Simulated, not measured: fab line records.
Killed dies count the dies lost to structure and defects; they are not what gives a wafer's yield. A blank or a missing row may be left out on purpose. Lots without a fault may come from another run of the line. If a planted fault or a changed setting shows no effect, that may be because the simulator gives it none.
Matching of chambers + flow n5_finfet + N5_FIN_SAQP_STRIP_70 on rie_diel-06: 4 sister chambers
The step strips in N2/H2. 4 wafers are shown with their chamber, then 9 later ones without.

## EACH WAFER AND ITS CHAMBER
| wafer  | chamber | throttle_valve_pct (%) |
|--------|---------|------------------------|
| L087.1 | 3       | 19.2                   |
| L087.5 | 1       | 18.9                   |
| L089.1 | 0       | 18.4                   |
| L089.5 | 2       | 19.2                   |

## WAFERS WITH NO CHAMBER GIVEN
| wafer  | throttle_valve_pct (%) |
|--------|------------------------|
| L091.1 | 18.4                   |
| L091.4 | 18.4                   |
| L091.5 | 19.0                   |
| L092.2 | 19.0                   |
| L092.4 | 18.9                   |
| L092.6 | 19.3                   |
| L093.2 | 19.3                   |
| L093.3 | 18.4                   |
| L093.6 | 19.3                   |

## THE CHAMBER EACH PASSED THROUGH
| wafer  | from the rows above          | in truth |
|--------|------------------------------|----------|
| L091.1 | 0                            | 0        |
| L091.4 | 0                            | 0        |
| L091.5 | can't be placed: 1 or 2 or 3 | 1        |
| L092.2 | can't be placed: 1 or 2 or 3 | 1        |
| L092.4 | 1                            | 1        |
| L092.6 | can't be placed: 2 or 3      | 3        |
| L093.2 | can't be placed: 2 or 3      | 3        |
| L093.3 | 0                            | 0        |
| L093.6 | can't be placed: 2 or 3      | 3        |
Placed correctly: 4 of 9. These rows do not allow placing 5 (true chamber among the candidates in 5). Wrongly placed: 0.
How it was worked out, from the rows above alone: a wafer's distance from a chamber is the root of the sum, over the readings, of the square of ((its reading less the chamber's mean) divided by the reading's scatter). The wafer belongs to the nearest chamber; if the next one is less than 2 further off, it can't be placed. For every chamber, the mean is computed from those of its wafers that are shown. The scatter (one wafer shown for each chamber): square how far every hidden wafer sits from the nearest shown wafer, average those squares and take the square root.
